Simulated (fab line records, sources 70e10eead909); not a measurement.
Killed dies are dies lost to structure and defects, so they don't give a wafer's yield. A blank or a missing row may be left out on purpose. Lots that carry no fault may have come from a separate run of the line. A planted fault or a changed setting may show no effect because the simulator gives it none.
Which tool was responsible? ; flow nandHarc ; 42 wafers from 14 lots sampled at 4 of the route's 1302 steps

== WHAT THE GAUGES SHOWED, per wafer ==
Not one reading of a measure or inspect step in the record can be checked against a usual standard deviation.

== TOOL THAT RAN EACH LOT (tool first, then ch and the chambers of the sampled wafers, then the start) ==
lot;NHARC_A_CONTACT_ETCH_89;NHARC_A_CONTACT_ETCH_31;NHARC_A_CONTACT_ETCH_134;NHARC_A_CONTACT_ETCH_136
L376;rieDiel-10 ch 0,1, day 22 04:25 or earlier;rieDiel-10 ch 1,2, day 22 04:25;harCapEtch-02 ch 0,1, day 22 05:29;harCapEtch-02 ch 0,1, day 22 05:59
L378;rieDiel-05 ch 0,3, day 23 07:34 or earlier;rieDiel-05 ch 1,2, day 23 07:34;harCapEtch-02 ch 0,1, day 23 08:06;harCapEtch-02 ch 0,1, day 23 08:35
L379;rieDiel-10 ch 1,2,3, day 23 14:02 or earlier;rieDiel-10 ch 2,3, day 23 14:02;harCapEtch-02 ch 0,1, day 23 14:31;harCapEtch-02 ch 0,1, day 23 14:59
L380;rieDiel-04 ch 0,1,3, day 23 14:37 or earlier;rieDiel-04 ch 0,1,3, day 23 14:37;harCapEtch-03 ch 0,1, day 23 15:09;harCapEtch-03 ch 0,1, day 23 15:37
L381;rieDiel-10 ch 1,2, day 24 11:41 or earlier;rieDiel-10 ch 0,1,2, day 24 11:41;harCapEtch-02 ch 0,1, day 24 12:15;harCapEtch-02 ch 0,1, day 24 12:44
L382;rieDiel-04 ch 0,2,3, day 25 21:56 or earlier;rieDiel-04 ch 1,2, day 25 21:56;harCapEtch-01 ch 0,1, day 25 22:28;harCapEtch-01 ch 0,1, day 25 22:57
L384;rieDiel-10 ch 0,1, day 26 06:57 or earlier;rieDiel-10 ch 2,3, day 26 06:57;harCapEtch-03 ch 0,1, day 26 07:34;harCapEtch-03 ch 0,1, day 26 08:03
L385;rieDiel-10 ch 0,3, day 27 08:44 or earlier;rieDiel-10 ch 1,2,3, day 27 08:44;harCapEtch-01 ch 0,1, day 27 09:12;harCapEtch-01 ch 0,1, day 27 09:43
L388;rieDiel-10 ch 0,1,2, day 27 16:05 or earlier;rieDiel-10 ch 1,3, day 27 16:05;harCapEtch-03 ch 0,1, day 27 16:37;harCapEtch-03 ch 0,1, day 27 17:05
L389;rieDiel-10 ch 2,3, day 27 21:31 or earlier;rieDiel-10 ch 0,2,3, day 27 21:31;harCapEtch-01 ch 0,1, day 27 22:01;harCapEtch-01 ch 0,1, day 27 22:30
L390;rieDiel-10 ch 0,1,3, day 27 23:02 or earlier;rieDiel-10 ch 0,2,3, day 27 23:02;harCapEtch-02 ch 0,1, day 27 23:42;harCapEtch-02 ch 0,1, day 28 00:11
L391;rieDiel-04 ch 2,3, day 29 17:45 or earlier;rieDiel-04 ch 0,1, day 29 17:45;harCapEtch-02 ch 0,1, day 29 18:22;harCapEtch-02 ch 0,1, day 29 19:01
L397;rieDiel-04 ch 1,2,3, day 31 06:53 or earlier;rieDiel-04 ch 0,2,3, day 31 06:53;harCapEtch-03 ch 0,1, day 31 07:21;harCapEtch-03 ch 0,1, day 31 07:49
L398;rieDiel-10 ch 0,1,2, day 32 02:01 or earlier;rieDiel-10 ch 1,2,3, day 32 02:01;harCapEtch-02 ch 0,1, day 32 02:23;harCapEtch-02 ch 0,1, day 32 02:52
- NHARC_A_CONTACT_ETCH_89: etches the open film in N2/H2, target depth 260 nm, time 475.3 s.
- NHARC_A_CONTACT_ETCH_31: etches the open film in O2/COS, target depth 2800 nm, time 728 s.
- NHARC_A_CONTACT_ETCH_134: etches the open film in C4F8/O2/Ar, time 140 s, target depth 700 nm.
- NHARC_A_CONTACT_ETCH_136: etches the open film in C4F8/O2/Ar, time 311 s, target depth 1912 nm.

== WHAT THE TOOLS THEMSELVES READ (means of the sampled wafers that have a number; where no wafer has one, the mark that the record gives instead) ==
NHARC_A_CONTACT_ETCH_89. Usual: drypumpMotorCurrentA 5.9 A, standard deviation 0.42; oesProductAu 1.000 a.u., standard deviation 0.0065; rfVppV 430.6 V, standard deviation 2.7; runLengthS 496.6 s, standard deviation 0.4; showerheadPlenumPTorr 2.04 Torr, standard deviation 0.094; throttleValvePct 14.170 %, standard deviation 0.0081.
lot;tool;drypumpMotorCurrentA (A);oesProductAu (a.u.);rfVppV (V);runLengthS (s);showerheadPlenumPTorr (Torr);throttleValvePct (%);flag
L376;rieDiel-10;6.0;1.006;429.0;496.5;1.97;14.171;
L378;rieDiel-05;5.3;0.999;427.9;496.8;1.97;14.170;
L379;rieDiel-10;6.1;0.996;429.4;496.6;2.00;14.170;
L380;rieDiel-04;5.9;1.005;429.8;496.6;1.99;14.174;
L381;rieDiel-10;6.1;1.003;428.3;496.8;1.94;14.172;
L382;rieDiel-04;5.6;0.998;429.1;496.6;1.97;14.174;
L384;rieDiel-10;6.0;0.995;433.8;496.5;2.19;14.171;
L385;rieDiel-10;6.2;1.000;430.7;496.3;2.07;14.172;
L388;rieDiel-10;5.9;1.001;433.3;496.6;2.14;14.171;
L389;rieDiel-10;6.2;0.997;431.1;496.7;2.05;14.166;
L390;rieDiel-10;6.1;1.000;433.5;496.4;2.13;14.171;
L391;rieDiel-04;5.8;1.007;428.5;496.1;1.99;14.170;
L397;rieDiel-04;5.7;0.995;427.9;496.1;1.96;14.165;
L398;rieDiel-10;5.9;0.999;432.7;496.6;2.13;14.166;

NHARC_A_CONTACT_ETCH_31. Usual: drypumpMotorCurrentA 5.8 A, standard deviation 0.43; oesProductAu 1.000 a.u., standard deviation 0.0069; rfVppV 314.1 V, standard deviation 2.1; runLengthS 749.3 s, standard deviation 0.43; showerheadPlenumPTorr 3.12 Torr, standard deviation 0.13; throttleValvePct 28.330 %, standard deviation 0.0085.
lot;tool;drypumpMotorCurrentA (A);oesProductAu (a.u.);rfVppV (V);runLengthS (s);showerheadPlenumPTorr (Torr);throttleValvePct (%);flag
L376;rieDiel-10;6.1;1.001;313.4;749.4;2.99;28.330;
L378;rieDiel-05;5.3;0.995;313.6;749.3;3.14;28.342;
L379;rieDiel-10;6.2;0.995;315.1;749.5;3.14;28.334;
L380;rieDiel-04;5.9;1.010;312.9;749.2;3.06;28.331;
L381;rieDiel-10;5.9;1.002;313.6;749.4;3.10;28.327;
L382;rieDiel-04;5.6;1.006;312.0;748.9;3.00;28.332;
L384;rieDiel-10;6.0;0.991;314.9;749.6;3.15;28.335;
L385;rieDiel-10;6.1;0.993;315.2;749.4;3.22;28.335;
L388;rieDiel-10;6.3;1.003;316.7;749.5;3.29;28.324;
L389;rieDiel-10;6.0;1.011;314.7;560.5;3.18;28.325;OFF
L390;rieDiel-10;6.0;1.002;314.2;560.7;3.18;28.331;OFF
L391;rieDiel-04;5.8;1.002;312.3;749.4;3.00;28.333;
L397;rieDiel-04;5.6;0.997;311.6;749.1;3.00;28.340;
L398;rieDiel-10;6.1;1.007;315.9;749.5;3.21;28.333;

NHARC_A_CONTACT_ETCH_134. Usual: 141.3 s for runLengthS, sd 0.37.
lot;tool;runLengthS (s);flag
L376;harCapEtch-02;141.6;
L378;harCapEtch-02;141.2;
L379;harCapEtch-02;141.6;
L380;harCapEtch-03;141.1;
L381;harCapEtch-02;141.1;
L382;harCapEtch-01;141.6;
L384;harCapEtch-03;141.1;
L385;harCapEtch-01;141.4;
L388;harCapEtch-03;140.9;
L389;harCapEtch-01;141.8;
L390;harCapEtch-02;141.3;
L391;harCapEtch-02;141.2;
L397;harCapEtch-03;141.0;
L398;harCapEtch-02;141.1;

== THE ANSWER, worked out from the rows above alone ==
Rule: a lot counts as off when the mean over its wafers that have a number is more than 3 standard deviations away from the usual mean. A lot without any number at a reading at which 4 lots or more have one is off too. Any other lot the step has rows for is counted as sound. The gauges are gone through in route order, then the tools' own readings, and for those a lot's mean is taken as printed above. At the first step where some lot is off, the reading lying furthest off is the one used; lots without a number count as furthest.
Off: L389, L390, at NHARC_A_CONTACT_ETCH_31 (runLengthS).
A tool fits if, at that step or a process step before it, it ran every lot that is off, and no sound lot after the first of them. With no start given for some of its lots, NHARC_A_CONTACT_ETCH_89 uses the hours and lot order of NHARC_A_CONTACT_ETCH_31. No candidate that was tried fits.

== WHAT THE SIMULATOR HAD INSERTED ==
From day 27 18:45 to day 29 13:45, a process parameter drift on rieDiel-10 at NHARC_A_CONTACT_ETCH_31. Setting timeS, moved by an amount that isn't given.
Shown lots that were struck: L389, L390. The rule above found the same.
